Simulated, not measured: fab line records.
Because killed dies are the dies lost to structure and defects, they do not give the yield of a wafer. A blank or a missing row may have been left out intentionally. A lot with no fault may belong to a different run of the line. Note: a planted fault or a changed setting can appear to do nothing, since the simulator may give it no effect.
Chamber matching ; flow nand harc ; NHARC_P_GATE_ALD_36 on ald sin-03: 4 sister chambers
The step deposits SiNx, target thk 20 nm, pulse time 60 s, ald cycles 223. 18 wafers are shown with their chamber, then 9 later ones without.

WAFERS WITH THEIR CHAMBER
wafer;chamber;heater power w (W);heater power outer w (W);precursor pulse height rel
L075.2;2;699;485;1.007
L075.4;3;883;584;0.965
L075.1;0;759;431;1.001
L078.3;3;891;569;0.979
L078.2;1;971;559;1.008
L078.6;0;755;429;0.980
L081.3;2;705;465;1.034
L081.6;2;714;485;1.000
L081.5;3;884;568;1.019
L084.1;2;675;443;0.987
L084.4;3;831;547;0.992
L084.2;0;762;449;0.963
L086.1;0;774;452;1.005
L086.6;1;943;519;0.981
L086.5;2;679;441;0.985
L089.3;2;682;451;1.012
L089.4;3;857;558;1.017
L089.6;2;681;462;0.982

SIGNATURES, as means of the wafers listed above
reading;chamber 0;chamber 1;chamber 2;chamber 3;scatter within a chamber
heater power w;762.50;957.00;690.71;869.20;17.8
heater power outer w;440.25;539.00;461.71;565.20;16.9
precursor pulse height rel;0.98725;0.99450;1.00100;0.99440;0.0203
Rule: a wafer lies at a distance from a chamber equal to the root of the sum of squares, over the readings, of (its reading less the chamber's mean, divided by the reading's scatter). The wafer belongs to the nearest chamber; if the next one is less than 2 further off, it can't be placed. The scatter is the square root of a quotient: the sum, over the shown wafers, of each reading's squared deviation from its chamber's mean, divided by wafers minus chambers.

WAFERS MISSING THEIR CHAMBER
wafer;heater power w (W);heater power outer w (W);precursor pulse height rel
L091.1;693;452;1.011
L091.2;787;447;1.003
L091.3;932;532;0.997
L093.3;688;448;1.008
L093.1;846;543;0.997
L093.4;781;445;0.967
L097.3;686;451;0.976
L097.2;823;548;0.977
L097.5;942;516;1.009

CHAMBER TAKEN BY EACH
wafer;from the rows above;in truth
L091.1;2;2
L091.2;0;0
L091.3;1;1
L093.3;2;2
L093.1;3;3
L093.4;0;0
L097.3;2;2
L097.2;3;3
L097.5;1;1
Correctly placed: 9 of 9. Can't be placed from these rows: 0. Placed wrongly: 0.
